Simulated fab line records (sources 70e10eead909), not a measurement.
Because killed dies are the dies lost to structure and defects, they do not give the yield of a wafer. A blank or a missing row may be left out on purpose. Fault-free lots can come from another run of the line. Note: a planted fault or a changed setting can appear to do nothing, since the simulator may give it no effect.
3 desks looking at one fault    flow nand_harc    only its own numbers are on each desk; what lay behind them is given at the end

METROLOGY DESK
What the gauges read for every lot (on any tool): the sampled wafers with a number, averaged. Marked OUT: a lot whose mean sits more than 4 standard deviations from the usual mean, which makes it out of limits; the brackets give that distance.
Columns: A = cd_nm at NHARC_A_M1_CD_MEAS_09, usual 120.0 nm; B = overlay_x_nm at NHARC_A_M1_OVL_MEAS_10, usual -0.2 nm; C = overlay_y_nm at NHARC_A_M1_OVL_MEAS_10, usual 0.2 nm; D = cd_nm at NHARC_A_M1_CD_MEAS_16, usual 119.9 nm; E = thk_nm at NHARC_A_M1_THK_MEAS_24, usual 154.5 nm; F = thk_nm at NHARC_A_BONDPAD_THK_MEAS_30, usual 200.3 nm
lot   first seen here  A      B     C     D      E      F
L788  day 24 04:29     120.4  -1.0  0.2   120.9  153.6  200.5
L796  day 28 03:42     120.9  -1.2  -0.1  121.1  153.7  200.9
L800  day 29 00:25     120.0  -0.1  1.2   119.4  155.0  202.3
L799  day 29 01:56     120.0  0.4   -0.1  120.1  156.7  200.3
L801  day 29 22:56     120.0  1.2   0.1   120.1  155.1  199.5
Finding of this desk: none of the 5 lots has anything out of limits.

TOOL OWNER'S DESK, rie_diel-04
The tool's own readings at NHARC_A_M1_ETCH_15 (etches the open film in C4F8/Ar, target depth 182.5 nm, time 91.2 s): means of the sampled wafers that have a number, for each lot that ran on this tool. Marked OUT: a lot whose mean sits more than 4 standard deviations from the usual mean, which makes it out of limits; the brackets give that distance.
Columns: A = oes_product_au at NHARC_A_M1_ETCH_15, usual 0.953 a.u.; B = rf_vpp_V at NHARC_A_M1_ETCH_15, usual 440.5 V
lot   first seen here  A      B
L796  day 28 04:04     0.910  440.0
L799  day 29 02:19     0.958  443.9
Finding of this desk: none of the 2 lots has anything out of limits.

THE DEFECT DESK
Lot by lot, what the route's inspections counted, given as the mean of those sampled wafers with a number. Marked OUT: a lot whose mean sits more than 4 standard deviations from the usual mean, which makes it out of limits; the brackets give that distance.
Columns: A = raw_defect_count at NHARC_A_M1_INSPECT_11, usual 91
lot   first seen here  A
L788  day 24 04:37     103
L796  day 28 03:49     36
L800  day 29 00:32     31
L799  day 29 02:04     144
L801  day 29 23:04     120
Finding of this desk: none of the 5 lots has anything out of limits.

PUT TOGETHER
Metrology desk: nothing out of limits seen.
Nothing out of limits was seen by the tool owner's desk.
The defect desk saw nothing out of limits.

WHAT THE SIMULATOR HAD INSERTED
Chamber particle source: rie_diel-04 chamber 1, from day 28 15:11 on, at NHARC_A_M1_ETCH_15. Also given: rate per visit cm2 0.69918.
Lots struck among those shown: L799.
